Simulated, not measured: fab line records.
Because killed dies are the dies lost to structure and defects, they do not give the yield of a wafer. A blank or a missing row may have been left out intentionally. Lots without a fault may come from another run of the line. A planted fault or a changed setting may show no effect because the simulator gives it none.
Lot-split experiment | flow n5_finfet | 21 wafers read from 7 lots, route of 1938 steps

## THE SPLIT
At N5_BEOL_M5_PECVD_70 (deposits SiO2 from TEOS/O2, target thk 16 nm, time 18 s), the setting temp_c was moved away from the recipe's 400 C on 7 of the 21 wafers read, by -3.1% to +3.6%. For the rest of the wafers, this setting stayed at what the recipe calls for.

The reading is taken at the split's own step.

## THE READING
SiO2_of_BEOL_M5_PECVD_70.thk_nm (the simulator's own value, which no gauge read), in nm, at N5_BEOL_M5_PECVD_70 (deposits SiO2 from TEOS/O2, target thk 16 nm, time 18 s). There is no usual value for it anywhere in the file. The 14 wafers here that ran the recipe average 16.1 nm, standard deviation 0.27 nm.

wafer  | tool, chamber at the split | temp_c as run, C | against the recipe | SiO2_of_BEOL_M5_PECVD_70.thk_nm, nm | against lot-mates on the recipe
L074.4 | pecvd-01, 0                | 387.7            | -3.1%              | 17.8                                | +1.8
L074.5 | pecvd-01, 1                | 400              | recipe             | 16.4                                | -
L074.6 | pecvd-01, 2                | 400              | recipe             | 15.6                                | -
L078.3 | pecvd-04, 2                | 400              | recipe             | 15.8                                | -
L078.4 | pecvd-04, 0                | 400              | recipe             | 16.2                                | -
L078.6 | pecvd-04, 1                | 400              | recipe             | 15.6                                | -
L083.3 | pecvd-03, 1                | 400              | recipe             | 16.2                                | -
L083.4 | pecvd-03, 1                | 400              | recipe             | 16.4                                | -
L083.5 | pecvd-03, 0                | 400              | recipe             | 16                                  | -
L085.2 | pecvd-04, 2                | 413.1            | +3.3%              | 14.6                                | -1.4
L085.3 | pecvd-04, 0                | 400              | recipe             | 16                                  | -
L085.6 | pecvd-04, 2                | 413.1            | +3.3%              | 14.8                                | -1.2
L088.1 | pecvd-03, 2,0              | 400              | recipe             | 16                                  | -
L088.5 | pecvd-03, 2,0              | 400              | recipe             | 16                                  | -
L088.2 | pecvd-03, 0                | 414.4            | +3.6%              | 14.4                                | -1.6
L091.1 | pecvd-04, 2                | 393.3            | -1.7%              | 17                                  | no lot-mate on the recipe
L091.3 | pecvd-04, 1                | 393.3            | -1.7%              | 16.6                                | no lot-mate on the recipe
L091.4 | pecvd-04, 0                | 393.3            | -1.7%              | 17.6                                | no lot-mate on the recipe
L092.4 | pecvd-03, 2,1              | 400              | recipe             | 16.4                                | -
L092.6 | pecvd-03, 2,1              | 400              | recipe             | 16.4                                | -
L092.5 | pecvd-03, 0                | 400              | recipe             | 16.2                                | -
Where a row lists several chambers, the file gives one row for several wafers and doesn't say which wafer went through which chamber.

FIT RESULTS
A straight line over all 21 wafers: SiO2_of_BEOL_M5_PECVD_70.thk_nm changes by -0.487 nm for each +1% of temp_c; r = -0.94; the points scatter about the line by 0.3 nm.
The same after taking each lot's own level away (the mean of its wafers on the recipe; 18 wafers): -0.459 nm for each +1%; r = -0.96; scatter 0.23 nm.
According to that fit, moving temp_c by its largest amount changes the reading by 1.7 nm.
Across the lots, their own levels run from 15.87 to 16.33 nm, a range of 1.7 times the standard deviation given above.
So the lot-to-lot level changes the slope little: the two slopes agree.
Check: for one of the wafers moved furthest among these (+3.6%), held out of the fit, the line's prediction against its lot-mates is -1.61 nm. Against them it came out at -1.6 nm.

## THESE WAFERS: OTHER SPLITS
Other splits were also applied to these wafers ahead of the reading. Each is held against what the fit with the lots' levels taken away leaves over:
other split on the same wafers | wafers away from the commonest value | r with SiO2_of_BEOL_M5_PECVD_70.thk_nm (lot level and that fit taken away)
N5_BEOL_M3_COAT_05 spin_rpm    | 3                                    | +0.20
N5_BEOL_M3_SPUTTER_48 time_s   | 6                                    | +0.15
N5_BEOL_M3_SPUTTER_86 time_s   | 7                                    | +0.07

## THE FILE'S OWN FIT
SiO2_of_BEOL_M5_PECVD_70.thk_nm changes by -0.469 nm for each +1% of temp_c, r = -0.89.
